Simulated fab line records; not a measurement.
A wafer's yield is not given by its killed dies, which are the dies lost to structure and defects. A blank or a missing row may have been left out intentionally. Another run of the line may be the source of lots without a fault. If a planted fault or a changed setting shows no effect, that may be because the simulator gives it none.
fab line records	flow n5_finfet
[record] lots = 7	wafers = 18	last_day = 15
route steps=1938 shown BEOL_M14@1739 PASSIVATION@1936
lots with no fault: from the same line, run without faults
start_h: the number of hours between the record's first day and the start of the first shown wafer of the lot	wait_h: hours elapsed since this lot's preceding step	" repeats the value in the row above	L1.1+2: several wafers, shown together as one row	- no value, or no start given	* or withheld: withheld	< > ~ a bound
route shown NAME@n: NAME is a module with steps in the file, n the number in the route of the first one	usual: mean/standard deviation of fault-free wafers	same: alike in all rows	chamber/n: place in a boat	sites: readings site by site	_std_site: their standard deviation	_edge_site: outer sites' mean less inner sites'	radius_mm: how far each site lies from the wafer's centre	mask NAME#n: copy n	behind: tool/chamber where the wafer was last shaped	hold: what put the lot on hold/how long, in hours/how the hold closed	device: the transistor (n, p or np) that didn't switch	end of line: at the end of the route, the tests of the same wafers	where a step has no rows: the recipe by itself	killed: count of dies lost to structure and defects at first sort (not the wafer's yield)	map: a wafer's dies, marking killed ones x, the rest . and places with no die _
set.NAME: the run value of the setting; set.NAME@STEP: its run value at that earlier step	model.NAME: the simulator's own value behind a step, which no gauge read
a table for each step, a row for each wafer; lots at some steps of the route
services: a tool's chamber out of use, with start hour (start_h, from the record's first day; less than 0 if before it), hours out, and reason
[[steps]]
[step N5_BEOL_M14_COAT_22]
[recipe] spin_rpm = 2888	resist_thk_nm = 300
[step N5_BEOL_M14_EBR_24]
[recipe] solvent = PGMEA	ebr_width_mm = 1.5
[step N5_BEOL_M14_SOFTBAKE_23]
[recipe] temp_c = 130	time_s = 60
[step N5_BEOL_M14_EXPOSE_25]
[recipe] mask_id = M14	na = 0.8	source_shape = annular	sigma_inner = 0.5	sigma_outer = 0.8	polarization = unpolarized	target_cd_nm = 280	dose_mj = 26.6
[step N5_BEOL_M14_PEB_26]
[recipe] peb_temp_c = 130	peb_time_s = 90
[step N5_BEOL_M14_DEVELOP_27]
[recipe] develop_time_s = 45	rinse_liquid = diw	dry = air_spin	dev_temp_c = 21
[step N5_BEOL_M14_HARDBAKE_32]
[recipe] temp_c = 130	time_s = 120
[step N5_BEOL_M14_CD_MEAS_28]
[recipe] target_cd_nm = 284.4	landing_energy_ev = 500	detector = se_inlens
[usual] cd_nm = 284.7/2.2
lot.wafer	tool	chamber	start_h	wait_h	cd_nm
L313.2	cd_sem-01	0	231.56	-	282.1
L313.4	"	0	"	"	286.3
L313.6	"	0	"	"	285.5
L315.3	cd_sem-03	0	251.10	-	283.2
L315.5	"	0	"	"	286.8
L319.2	cd_sem-01	0	278.00	-	282.7
L319.3	"	0	"	"	281.9
L319.4	"	0	"	"	284.3
L321.2	cd_sem-02	0	296.84	-	283.3
L321.5	"	0	"	"	285.9
L321.6	"	0	"	"	287.2
L328.3	cd_sem-03	0	325.55	-	283.2
L328.4	"	0	"	"	281.3
L329.1	cd_sem-01	0	344.13	-	282.1
L329.3	"	0	"	"	287.1
L329.5	"	0	"	"	281.5
L330.4	cd_sem-03	0	347.64	-	282.5
L330.5	"	0	"	"	282.1
[step N5_BEOL_M14_OVL_MEAS_29]
[recipe] points_per_wafer = 44
[usual] M14_OVL = 5/6
lot.wafer	tool	chamber	start_h	wait_h	M14_OVL[nm]
L313.2	overlay-01	0	231.59	0.0	1
L313.4	"	0	"	"	8
L313.6	"	0	"	"	7
L315.3	overlay-02	0	251.14	0.0	14
L315.5	"	0	"	"	7
L319.2	overlay-01	0	278.03	0.0	6
L319.3	"	0	"	"	0
L319.4	"	0	"	"	7
L321.2	overlay-02	0	296.87	0.0	0
L321.5	"	0	"	"	-9
L321.6	"	0	"	"	3
L328.3	overlay-02	0	325.58	0.0	7
L328.4	"	0	"	"	-2
L329.1	overlay-02	0	344.16	0.0	7
L329.3	"	0	"	"	2
L329.5	"	0	"	"	16
L330.4	overlay-01	0	347.67	0.0	0
L330.5	"	0	"	"	6
[step N5_BEOL_M14_INSPECT_30]
[recipe] mode = adi	inspect_instrument = macro
[usual] raw_defect_count = 2.1/1.3
lot.wafer	tool	chamber	start_h	wait_h	raw_defect_count
L313.2	defect_inspect-02	-	231.62	0.0	1
L313.4	"	-	"	"	4
L313.6	"	-	"	"	3
L315.3	defect_inspect-01	-	251.17	0.0	1
L315.5	"	-	"	"	2
L319.2	defect_inspect-01	-	278.06	0.0	1
L319.3	"	-	"	"	0
L319.4	"	-	"	"	3
L321.2	defect_inspect-01	-	296.90	0.0	1
L321.5	"	-	"	"	2
L321.6	"	-	"	"	0
L328.3	defect_inspect-02	-	325.60	0.0	1
L328.4	"	-	"	"	3
L329.1	defect_inspect-01	-	344.18	0.0	4
L329.3	"	-	"	"	1
L329.5	"	-	"	"	1
L330.4	defect_inspect-01	-	347.69	0.0	3
L330.5	"	-	"	"	1
[step N5_BEOL_M14_DESCUM_33]
[recipe] chemistry = O2	time_s = 7.9	source_power_w = 50	bias_power_w = 20	pressure_mtorr = 20	rf_frequency_hz = 2.712e+07	temp_c = 40	o2_flow_sccm = 225
[usual] drypump_motor_current_A = 5.8/0.4	oes_product_au = 0.80/0.093	rf_vpp_V = 243.5/1.2	showerhead_plenum_p_Torr = 2.10/0.063	throttle_valve_pct = 20.26/0.21
lot.wafer	tool	chamber	start_h	wait_h	drypump_motor_current_A	oes_product_au	rf_hours_counter_h	rf_vpp_V	showerhead_plenum_p_Torr	throttle_valve_pct
L313.2	rie_diel-06	3	231.72	0.1	5.8	0.72	211	243.5	2.04	20.40
L313.4	"	2	"	"	6.1	0.74	185	244.0	2.16	19.95
L313.6	"	1	"	"	6.1	0.67	-	243.3	2.07	20.53
L315.3	rie_diel-06	1	252.35	1.2	6.2	0.67	252	243.7	2.07	20.53
L315.5	"	2	"	"	6.1	0.73	-	244.8	2.16	19.98
L319.2	rie_diel-05	1	278.09	0.0	5.2	0.93	27	244.4	2.14	20.26
L319.3	"	3	"	"	5.6	0.86	46	245.8	2.22	20.32
L319.4	"	2	"	"	6.3	0.77	132	245.0	2.21	20.56
L321.2	rie_diel-06	3	296.93	0.0	5.8	0.71	231	242.5	2.03	20.45
L321.5	"	0	"	"	5.7	0.74	-	243.3	2.05	20.05
L321.6	"	3	"	"	5.8	0.70	-	241.4	2.03	20.44
L328.3	rie_diel-06	3	326.68	1.1	5.8	0.69	241	242.7	2.03	20.44
L328.4	"	0	"	"	5.7	0.73	186	242.8	2.05	20.05
L329.1	rie_diel-06	3	344.21	0.0	5.8	0.70	245	243.2	2.03	20.45
L329.3	"	2	"	"	6.1	0.70	227	245.4	2.15	20.01
L329.5	"	3	"	"	5.8	0.69	-	242.7	2.03	20.46
L330.4	rie_diel-06	2	347.72	0.0	6.1	0.70	229	244.4	2.15	20.03
L330.5	"	2	"	"	6.1	0.70	-	243.0	2.15	20.01
[step N5_BEOL_M14_ETCH_67]
[recipe] chemistry = CF4	target = SiARC	target_depth_a = 1430	time_s = 238.3	ion_energy_ev = 80	pressure_mtorr = 40	source_w = 545	bias_w = 36	Ar_flow_sccm = 100	cf4_flow_sccm = 100	ends = cleared
[usual] bias_w = 36.00/0.11	cf4_flow_sccm = 99.98/0.28	drypump_motor_current_A = 5.8/0.4	etch_rf_on_time_s = 239/10	oes_product_au = 0.69/0.08	rf_vpp_V = 184.2/1.1	showerhead_plenum_p_Torr = 2.16/0.052	throttle_valve_pct = 15.53/0.19
lot.wafer	tool	chamber	start_h	wait_h	bias_w	cf4_flow_sccm	drypump_motor_current_A	etch_rf_on_time_s	oes_product_au	rf_hours_counter_h	rf_vpp_V	showerhead_plenum_p_Torr	throttle_valve_pct
L313.2	rie_diel-06	3	231.76	0.0	35.96	99.73	5.8	228	0.63	211	184.7	2.14	15.91
L313.4	"	2	"	"	36.06	100.05	6.1	228	0.64	185	184.7	2.21	15.26
L313.6	"	1	"	"	36.22	99.94	6.1	259	0.56	-	183.9	2.12	15.77
L315.3	rie_diel-06	1	252.38	0.0	36.16	99.67	6.1	258	0.56	252	182.7	2.12	15.79
L315.5	"	2	"	"	36.12	100.16	6.0	227	0.64	-	184.3	2.20	15.27
L319.2	rie_diel-05	1	278.13	0.0	35.81	99.54	5.2	236	0.80	27	185.8	2.19	15.47
L319.3	"	3	"	"	35.99	100.05	5.6	239	0.73	46	183.7	2.26	15.40
L319.4	"	2	"	"	35.97	100.23	6.3	232	0.68	132	183.4	2.25	15.64
L321.2	rie_diel-06	3	296.96	0.0	36.10	99.17	5.8	227	0.62	231	182.2	2.13	15.95
L321.5	"	0	"	"	36.01	100.05	5.7	251	0.61	-	183.4	2.14	15.55
L321.6	"	3	"	"	35.98	99.70	5.8	225	0.62	-	183.6	2.13	15.94
L328.3	rie_diel-06	3	326.72	0.0	35.98	100.14	5.8	229	0.61	241	184.7	2.13	15.98
L328.4	"	0	"	"	35.87	100.13	5.7	253	0.60	186	183.1	2.14	15.56
L329.1	rie_diel-06	3	344.25	0.0	35.89	100.16	5.8	231	0.61	245	184.2	2.12	15.96
L329.3	"	2	"	"	36.00	99.96	6.1	232	0.61	227	184.0	2.19	15.33
L329.5	"	3	"	"	36.10	100.36	5.8	229	0.61	-	182.3	2.12	15.98
L330.4	rie_diel-06	2	347.76	0.0	35.94	100.07	6.1	231	0.62	229	185.3	2.19	15.34
L330.5	"	2	"	"	35.98	100.03	6.1	230	0.61	-	183.9	2.19	15.33
[step N5_BEOL_M14_ETCH_68]
[recipe] chemistry = N2/H2	target = SOC	mask_material = SiARC	source_w = 3000	bias_w = 350	temp_c = 40	time_s = 450	ion_energy_ev = 200	pressure_mtorr = 30	n2_flow_sccm = 200	h2_flow_sccm = 200
[usual] bias_w = 349.9/1	drypump_motor_current_A = 5.8/0.41	oes_product_au = 0.80/0.095	rf_vpp_V = 524.3/2.1	showerhead_plenum_p_Torr = 2.56/0.078	throttle_valve_pct = 17.69/0.2
lot.wafer	tool	chamber	start_h	wait_h	bias_w	drypump_motor_current_A	oes_product_au	rf_hours_counter_h	rf_vpp_V	showerhead_plenum_p_Torr	throttle_valve_pct	model.SiARC_of_BEOL_M14_COAT_66.thk_nm
L313.2	rie_diel-06	3	231.90	0.1	351.1	5.8	0.72	211	525.0	2.52	18.02	64.6
L313.4	"	2	"	"	351.6	6.1	0.74	185	527.5	2.67	17.63	65
L313.6	"	1	"	"	349.9	6.1	0.68	-	521.6	2.48	17.72	66.8
L315.3	rie_diel-06	1	252.53	0.1	350.1	6.2	0.67	252	523.1	2.48	17.73	66.4
L315.5	"	2	"	"	349.7	6.1	0.73	-	526.8	2.67	17.63	65
L319.2	rie_diel-05	1	278.27	0.1	348.6	5.2	0.92	27	526.1	2.60	17.62	65
L319.3	"	3	"	"	351.4	5.6	0.85	46	527.2	2.72	17.82	66.2
L319.4	"	2	"	"	348.7	6.3	0.78	132	528.1	2.66	17.73	65.8
L321.2	rie_diel-06	3	297.11	0.1	349.9	5.8	0.70	231	524.2	2.51	18.05	65.2
L321.5	"	0	"	"	350.4	5.7	0.72	-	522.5	2.54	17.69	66.2
L321.6	"	3	"	"	350.5	5.8	0.70	-	522.7	2.51	18.07	65.2
L328.3	rie_diel-06	3	326.86	0.1	349.9	5.8	0.70	241	522.4	2.51	18.07	65.2
L328.4	"	0	"	"	349.7	5.7	0.65	186	522.0	2.53	17.71	73.6
L329.1	rie_diel-06	3	344.39	0.1	350.1	5.8	0.70	245	523.4	2.51	18.11	65.4
L329.3	"	2	"	"	349.4	6.1	0.71	227	526.6	2.65	17.70	65.4
L329.5	"	3	"	"	350.3	5.8	0.62	-	522.7	2.50	18.07	72.2
L330.4	rie_diel-06	2	347.91	0.1	349.9	6.1	0.63	229	526.0	2.65	17.70	72.8
L330.5	"	2	"	"	351.7	6.1	0.63	-	525.2	2.65	17.68	72.4
[step N5_BEOL_M14_STRIP_69]
[recipe] chemistry = N2/H2	temp_c = 40	n2_flow_sccm = 200	h2_flow_sccm = 200	rf_frequency_hz = 6e+07
[step N5_PASSIVATION_PROBE_49]
[usual] defect_limited_yield = 91.8/1.5	killed_at_M0_to_M3 = 33/11	killed_at_M4_up = 13/5	killed_at_contacts = 11/5.6	killed_at_front_end = 36/12	killed_at_other = 3.4/2.5	killed_dies = 97/18	killed_on_rim = 12/4.2	killed_open = 64/13	killed_short = 31/6.9	sort_bin_4_leakage = 0.01/0.048	sort_bin_5_function = 4.8/1	sort_bin_6_memory = 3.1/0.64	sort_n_pass = 1083/18	sort_yield_pct = 91.8/1.5
[same] gross_dies = 1180	killed_at_back_side = 0	sort_bin_8_speed[%] = 0
lot.wafer	tool	chamber	start_h	wait_h	defect_limited_yield[%]	killed_at_M0_to_M3	killed_at_M4_up	killed_at_contacts	killed_at_front_end	killed_at_other	killed_dies	killed_on_rim	killed_open	killed_short	sort_bin_4_leakage[%]	sort_bin_5_function[%]	sort_bin_6_memory[%]	sort_n_pass	sort_yield_pct[%]
L321.5	prober-01	-	327.64	0.2	91.2	32	13	19	36	4	104	22	72	32	0	5.2	3.4	1076	91.2
L329.1	prober-01	-	370.17	0.0	92.8	24	14	15	29	3	85	6	53	28	0	3.8	3.1	1095	92.8
L329.3	prober-01	-	370.27	0.1	92.7	30	17	8	30	1	86	10	52	31	0	4.7	2.6	1094	92.7
L329.5	prober-01	-	370.37	0.2	90.1	47	17	13	38	2	117	15	84	33	0	5.6	3.9	1063	90.1
// killed by level:class
L321.5 MOL_CONTACT_COAG:geometric_particle:open=13 STI_FIN_REVEAL:geometric_particle:open=12 BEOL_M2:geometric_particle:open=7 BEOL_M3:geometric_particle:open=7 FIN_SAQP:geometric_particle:open=6 MOL_CONTACT_COAG:geometric_particle:short=6 BEOL_M0_SAQP:geometric_particle:short=6 BEOL_M0_SAQP:geometric_particle:open=5
L329.1 MOL_CONTACT_COAG:geometric_particle:open=12 FIN_SAQP:geometric_particle:short=7 STI_FIN_REVEAL:geometric_particle:open=6 BEOL_M4:geometric_particle:open=6 BEOL_M0_SAQP:geometric_particle:open=5 BEOL_M3:geometric_particle:open=5 BEOL_M0_SAQP:geometric_particle:short=4 FIN_SAQP:geometric_particle:open=3
L329.3 FIN_SAQP:geometric_particle:short=10 FIN_SAQP:geometric_particle:open=7 BEOL_M1:geometric_particle:open=7 MOL_CONTACT_COAG:geometric_particle:open=6 BEOL_M4:geometric_particle:open=6 BEOL_M2:geometric_particle:open=5 BEOL_M0_SAQP:geometric_particle:open=4 BEOL_M0:geometric_particle:open=4
L329.5 BEOL_M1:geometric_particle:open=15 MOL_CONTACT_COAG:geometric_particle:open=12 BEOL_M0_SAQP:geometric_particle:open=11 FIN_SAQP:geometric_particle:short=9 STI_FIN_REVEAL:geometric_particle:open=9 FIN_SAQP:geometric_particle:open=6 BEOL_M0_SAQP:geometric_particle:short=6 BEOL_M3:geometric_particle:open=5
[[services]]
tool	chamber	start_h	hours	kind
rie_diel-05	0	230.90	5.1	repair
rie_diel-06	3	245.02	16.7	repair
rie_diel-06	1	261.75	-	clean
rie_diel-06	1	261.75	-	consumable_replace:focus_ring
rie_diel-06	1	261.75	17.4	scheduled_down
rie_diel-06	1	261.75	17.4	vent_cycle
rie_diel-06	2	302.78	3.3	repair
rie_diel-05	2	336.31	4.8	repair
rie_diel-05	0	341.11	-	clean
rie_diel-05	0	341.11	-	consumable_replace:focus_ring
rie_diel-05	0	341.11	30.5	scheduled_down
rie_diel-05	0	341.11	30.5	vent_cycle
[[key]]
first_sign none at tools or gauges
[model_effect] step = N5_BEOL_M14_ETCH_68	value = SiARC_of_BEOL_M14_COAT_66.thk_nm	without = 65.95	struck = 72.75
met_at N5_BEOL_M14_ETCH_68
struck_wafers L328.4,L329.5,L330.4,L330.5
onset_between 297.11 326.86
[fault] kind = process_parameter_drift	tool = rie_diel-06	chamber = -	onset_h = 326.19	steps = N5_BEOL_M14_ETCH_68	channel = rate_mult	offset = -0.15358	shape = step	end_h = 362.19	scope = struck_wafers_only
